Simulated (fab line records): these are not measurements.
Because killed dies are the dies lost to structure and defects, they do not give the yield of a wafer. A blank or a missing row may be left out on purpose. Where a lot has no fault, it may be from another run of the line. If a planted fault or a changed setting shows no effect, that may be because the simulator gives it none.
Chamber matching	flow nandHarc	rieDiel-09 running NHARC_A_STAIRCASE_ETCH_271: 4 sister chambers
The step etches the open film in CF4/CHF3. 8 wafers are shown with their chamber, then 10 later ones without.

== WAFERS WITH THEIR CHAMBER ==
wafer	chamber	showerheadPlenumPTorr (Torr)	drypumpMotorCurrentA (A)
L079.5	2	1.58	5.9
L083.5	1	1.50	6.2
L082.4	0	1.49	5.7
L082.6	2	1.57	5.8
L085.4	1	1.50	6.2
L085.5	3	1.60	5.8
L087.2	3	1.60	5.8
L087.3	0	1.49	5.6

== WAFERS WITH NO CHAMBER GIVEN ==
wafer	showerheadPlenumPTorr (Torr)	drypumpMotorCurrentA (A)
L087.4	1.57	5.8
L090.1	1.60	5.8
L090.2	1.50	6.2
L090.3	1.49	5.7
L093.2	1.56	5.8
L093.3	1.49	6.2
L093.4	1.59	5.8
L096.1	1.56	5.9
L096.3	1.59	5.8
L096.6	1.59	5.8

== EACH ONE'S CHAMBER ==
wafer	from the rows above	in truth
L087.4	2	2
L090.1	3	3
L090.2	1	1
L090.3	0	0
L093.2	2	2
L093.3	1	1
L093.4	can't be placed: 3 or 2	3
L096.1	2	2
L096.3	can't be placed: 3 or 2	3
L096.6	can't be placed: 3 or 2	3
Placed correctly: 7 of 10. Cannot be placed on the basis of these rows: 3; the candidates contain the true chamber in 3. Number placed wrongly: 0.
How it was worked out, from the rows above alone: a wafer's distance from a chamber is the root of the sum, over the readings, of the square of ((its reading less the chamber's mean) divided by the reading's scatter). The wafer belongs to the nearest chamber; if the next one is less than 2 further off, it can't be placed. The mean given for a chamber averages the wafers shown for that chamber. How the scatter is found: for the shown wafers, subtract from each reading the mean of its chamber, square and add these, divide the total by (wafers less chambers), then take the root.
